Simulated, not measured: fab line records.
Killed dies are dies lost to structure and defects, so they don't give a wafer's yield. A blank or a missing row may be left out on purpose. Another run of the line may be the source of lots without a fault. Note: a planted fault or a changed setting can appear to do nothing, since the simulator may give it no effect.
Which tool did it?    flow n5Finfet    Sampling: 9 lots, 27 wafers, 5 of 1938 route steps

WHAT EACH GAUGE READ, for each wafer
N5_HKMG_FIN_OVL_MEAS_13. Usual: for NWFM_OVL the level is 0.5 nm and the standard deviation is 0.68.
lot   measured     on          NWFM_OVL (nm)  flag
L408  day 4 20:36  overlay-02  1.0 0.1 0.1    
L409  day 5 01:44  overlay-02  1.1 1.4 1.5    
L410  day 5 06:44  overlay-01  1.3 2.0 1.8    
L411  day 5 15:36  overlay-02  0.2 1.0 0.6    
L413  day 6 04:26  overlay-01  1.0 1.4 1.2    
L424  day 8 21:25  overlay-02  0.1 0.5 0.1    
L426  day 9 09:58  overlay-02  1.3 1.1 -0.2   
L427  day 9 16:25  overlay-02  1.2 0.7 0.5    
L428  day 9 22:41  overlay-01  -1.1 -0.1 0.2  

N5_BEOL_M4_RC_MEAS_101. Usual: DIBL_N 36.3 mV/V, standard deviation 1.7; DIBL_P 36.5 mV/V, standard deviation 1.8; IOFF_N 0.16 nA/um, standard deviation 0.033; IOFF_P 0.21 nA/um, standard deviation 0.037; IOFF_P_85C 3.7 nA/um, standard deviation 0.52; IOFF_P_LIN 0.101 nA/um, standard deviation 0.014; IOFF_P_LONG 0.000107 nA/um, standard deviation 1e-05; ION_N 675 uA/um, standard deviation 11; ION_P 462 uA/um, standard deviation 7.9; SS_N 71.6 mV/dec, standard deviation 0.64; SS_P 73.3 mV/dec, standard deviation 0.68; VT_N 249 mV, standard deviation 3.3; VT_P -250 mV, standard deviation 3.3; VT_P_LONG -276 mV, standard deviation 3.1; VT_P_LVT -98.3 mV, standard deviation 2.7.
lot   measured      on         DIBL_N (mV/V)   DIBL_P (mV/V)   IOFF_N (nA/um)  IOFF_P (nA/um)  IOFF_P_85C (nA/um)  IOFF_P_LIN (nA/um)  IOFF_P_LONG (nA/um)        ION_N (uA/um)  ION_P (uA/um)  SS_N (mV/dec)   SS_P (mV/dec)   VT_N (mV)    VT_P (mV)       VT_P_LONG (mV)  VT_P_LVT (mV)         flag
L408  day 8 13:29   prober-01  35.7 33.6 36.1  36.1 33.4 36.5  0.15 0.11 0.14  0.18 0.14 0.18  3.2 2.6 3.2         0.088 0.074 0.089   9.9e-05 9.4e-05 9.8e-05    682 681 677    467 462 463    71.0 71.0 71.5  73.3 72.8 73.3  251 255 253  -251 -257 -253  -278 -278 -277  -99.7 -104.1 -99.8    
L409  day 8 14:43   prober-01  36.4 38.2 37.6  35.8 38.6 37.2  0.15 0.19 0.16  0.22 0.26 0.24  3.8 4.3 4.1         0.106 0.119 0.114   0.00011 0.000118 0.000112  672 682 671    463 470 466    72.0 71.9 72.3  72.9 74.6 74.0  249 245 250  -248 -246 -245  -274 -273 -273  -97.4 -96.4 -96.9     
L410  day 8 14:51   prober-02  37.3 33.8 35.5  37.5 33.5 36.1  0.18 0.12 0.15  0.08 0.06 0.21  1.6 1.2 3.7         0.035 0.028 0.100   6e-05 5.5e-05 0.000107     680 677 683    423 423 476    71.2 70.7 72.1  72.8 71.7 72.8  247 255 250  -280 -283 -250  -306 -304 -279  -129.3 -133.2 -98.9   OFF
L411  day 9 10:17   prober-01  37.3 36.6 37.0  38.4 36.7 37.8  0.18 0.17 0.17  0.08 0.22 0.24  1.6 3.7 4.0         0.036 0.101 0.108   5.6e-05 0.000106 0.000108  680 688 676    419 459 465    72.3 71.7 72.3  72.8 72.8 73.0  247 250 249  -282 -253 -248  -303 -275 -275  -127.8 -99.1 -97.9    OFF
L413  day 9 15:35   prober-02  37.4 35.1 32.3  38.4 34.8 33.3  0.18 0.14 0.11  0.08 0.18 0.16  1.6 3.2 2.9         0.036 0.090 0.083   5.7e-05 0.000105 0.000107  660 658 657    414 445 457    72.2 71.9 70.5  73.5 72.8 72.1  251 254 255  -278 -251 -254  -306 -275 -278  -129.7 -102.4 -103.1  OFF
L424  day 12 03:55  prober-01  37.3 36.3 37.3  36.6 35.8 36.4  0.16 0.15 0.17  0.23 0.22 0.23  4.1 3.9 4.0         0.112 0.109 0.111   0.000115 0.000115 0.00011  678 662 667    472 460 464    71.4 71.4 71.9  72.5 73.4 73.5  254 253 249  -245 -248 -247  -272 -273 -275  -96.5 -98.3 -97.1     
L426  day 13 03:38  prober-02  40.0 38.2 37.6  40.9 38.7 37.9  0.28 0.23 0.21  0.27 0.24 0.22  4.6 4.0 3.7         0.118 0.105 0.099   0.000101 0.0001 0.000102   717 695 687    475 461 459    72.9 73.1 71.7  74.6 74.5 73.4  241 242 245  -250 -249 -251  -281 -278 -278  -95.5 -96.4 -97.0     
L427  day 13 10:11  prober-02  36.2 37.3 37.5  35.1 36.3 37.0  0.14 0.16 0.16  0.17 0.18 0.20  3.0 3.3 3.6         0.082 0.088 0.094   9.7e-05 9.5e-05 9.6e-05    662 677 673    447 458 458    71.2 72.1 71.5  73.8 73.9 74.2  253 249 247  -251 -254 -253  -280 -279 -281  -100.4 -99.0 -98.5    
L428  day 13 10:06  prober-01  33.2 36.3 36.8  33.6 37.7 38.6  0.12 0.18 0.19  0.16 0.21 0.22  2.8 3.6 3.8         0.079 0.099 0.101   9.6e-05 0.0001 9.9e-05     669 678 677    452 461 458    71.2 71.9 72.1  72.4 74.4 74.3  252 248 246  -256 -250 -253  -275 -277 -277  -101.1 -97.8 -97.0    

WHICH TOOL RAN EACH LOT (tool, then ch and the chambers of the sampled wafers, then the start)
lot   N5_HKMG_FIN_DESCUM_53             N5_HKMG_FIN_PWFM_ALD_03            N5_HKMG_FIN_DESCUM_17
L408  rieDiel-01 ch 0,3, day 4 17:17    aldMetal-01 ch 1,2,3, day 4 19:44  rieDiel-03 ch 0,3, day 4 20:40
L409  rieDiel-01 ch 0,2,3, day 4 22:33  aldMetal-01 ch 0,2,3, day 5 01:00  rieDiel-06 ch 1,2,3, day 5 02:35
L410  rieDiel-01 ch 0,2,3, day 5 03:33  aldMetal-01 ch 0,1,3, day 5 06:00  rieDiel-06 ch 0,1,2, day 5 06:48
L411  rieDiel-06 ch 0,2,3, day 5 12:02  aldMetal-01 ch 0,1,3, day 5 14:44  rieDiel-03 ch 0,1,2, day 5 16:19
L413  rieDiel-06 ch 0,1,3, day 6 01:07  aldMetal-01 ch 0,1, day 6 03:34    rieDiel-06 ch 0,2,3, day 6 04:29
L424  rieDiel-01 ch 0,2,3, day 8 18:12  aldMetal-01 ch 1,2, day 8 20:40    rieDiel-06 ch 1,2,3, day 8 21:29
L426  rieDiel-01 ch 0,2, day 9 06:38    aldMetal-02 ch 0,3, day 9 09:05    rieDiel-01 ch 0,3, day 9 10:01
L427  rieDiel-01 ch 0,1,3, day 9 13:07  aldMetal-04 ch 0,1, day 9 15:34    rieDiel-06 ch 0,3, day 9 16:41
L428  rieDiel-03 ch 0,1,2, day 9 19:20  aldMetal-04 ch 1,3, day 9 21:49    rieDiel-06 ch 0,2,3, day 9 22:44
- N5_HKMG_FIN_DESCUM_53: chemistry O2, time 7.9 s.
- N5_HKMG_FIN_PWFM_ALD_03: deposits TiN, target thk 2 nm, pulse time 1 s, purge time 3 s.
- N5_HKMG_FIN_DESCUM_17: chemistry O2, time 7.9 s.

AS READ BY THE TOOLS THEMSELVES (means over the sampled wafers that have a number; for cases with no such wafer, the mark the record gives instead)
N5_HKMG_FIN_DESCUM_53. Usual: biasPowerW 20.00 W, standard deviation 0.067; drypumpMotorCurrentA 5.6 A, standard deviation 0.55; oesProductAu 0.80 a.u., standard deviation 0.083; rfVppV 243.5 V, standard deviation 1.4; showerheadPlenumPTorr 2.12 Torr, standard deviation 0.081; throttleValvePct 20.46 %, standard deviation 0.24.
lot   tool        biasPowerW (W)  drypumpMotorCurrentA (A)  oesProductAu (a.u.)  rfVppV (V)  showerheadPlenumPTorr (Torr)  throttleValvePct (%)  flag
L408  rieDiel-01  19.99           6.2                       0.85                 244.8       2.18                          20.28                 
L409  rieDiel-01  20.02           5.7                       0.82                 244.9       2.17                          20.46                 
L410  rieDiel-01  19.89           5.7                       0.82                 244.4       2.17                          20.47                 
L411  rieDiel-06  19.95           5.1                       0.81                 242.5       2.08                          20.43                 
L413  rieDiel-06  19.98           5.1                       0.80                 243.6       2.11                          20.43                 
L424  rieDiel-01  20.04           5.8                       0.78                 245.0       2.16                          20.51                 
L426  rieDiel-01  20.00           5.5                       0.74                 244.0       2.11                          20.67                 
L427  rieDiel-01  20.06           5.9                       0.83                 242.9       2.11                          20.38                 
L428  rieDiel-03  20.01           5.6                       0.73                 242.1       2.06                          20.48                 

N5_HKMG_FIN_PWFM_ALD_03. Usual: heaterPowerW 885 W, standard deviation 110; precursorPulseHeightRel 1.001, standard deviation 0.022.
lot   tool         heaterPowerW (W)  precursorPulseHeightRel  flag
L408  aldMetal-01  917               1.011                    
L409  aldMetal-01  892               0.999                    
L410  aldMetal-01  873               1.030                    
L411  aldMetal-01  883               0.971                    
L413  aldMetal-01  914               1.002                    
L424  aldMetal-01  940               1.013                    
L426  aldMetal-02  762               0.983                    
L427  aldMetal-04  874               1.009                    
L428  aldMetal-04  1030              0.988                    

N5_HKMG_FIN_DESCUM_17. Usual: biasPowerW 20.00 W, standard deviation 0.057; drypumpMotorCurrentA 5.4 A, standard deviation 0.5; oesProductAu 0.79 a.u., standard deviation 0.065; rfVppV 243.2 V, standard deviation 1.4; showerheadPlenumPTorr 2.10 Torr, standard deviation 0.07; throttleValvePct 20.47 %, standard deviation 0.22.
lot   tool        biasPowerW (W)  drypumpMotorCurrentA (A)  oesProductAu (a.u.)  rfVppV (V)  showerheadPlenumPTorr (Torr)  throttleValvePct (%)  flag
L408  rieDiel-03  20.04           6.1                       0.71                 244.6       2.17                          20.70                 
L409  rieDiel-06  19.98           5.2                       0.84                 243.4       2.08                          20.40                 
L410  rieDiel-06  19.99           5.2                       0.80                 242.9       2.11                          20.56                 
L411  rieDiel-03  19.98           5.6                       0.76                 242.6       2.07                          20.45                 
L413  rieDiel-06  19.96           5.0                       0.80                 243.1       2.08                          20.44                 
L424  rieDiel-06  20.05           5.2                       0.80                 242.6       2.07                          20.44                 
L426  rieDiel-01  20.04           6.2                       0.80                 244.3       2.17                          20.35                 
L427  rieDiel-06  20.05           5.0                       0.76                 242.9       2.11                          20.49                 
L428  rieDiel-06  19.98           5.1                       0.77                 242.0       2.07                          20.49                 

THE ANSWER, worked out from the rows above alone
Rule: lot off if the mean of its wafers having a number is beyond 3 standard deviations from the usual mean. Also off: a lot with no number at a reading for which 4 or more lots have one. Any other lot the step has rows for is counted as sound. First the gauges in route order, then the tools' own readings, where a lot's mean is used as printed above. At the first step where some lot is off, the reading lying furthest off is the one used; lots without a number count as furthest.
Off: L410, L411, L413, at N5_BEOL_M4_RC_MEAS_101 (VT_P_LVT).
A tool fits if, at a process step before that reading, it ran every lot that is off, and no sound lot after the first of them. The gauges at N5_BEOL_M4_RC_MEAS_101 are tried like those tools. Not one of the candidates tried fits.

WHAT THE SIMULATOR PUT IN
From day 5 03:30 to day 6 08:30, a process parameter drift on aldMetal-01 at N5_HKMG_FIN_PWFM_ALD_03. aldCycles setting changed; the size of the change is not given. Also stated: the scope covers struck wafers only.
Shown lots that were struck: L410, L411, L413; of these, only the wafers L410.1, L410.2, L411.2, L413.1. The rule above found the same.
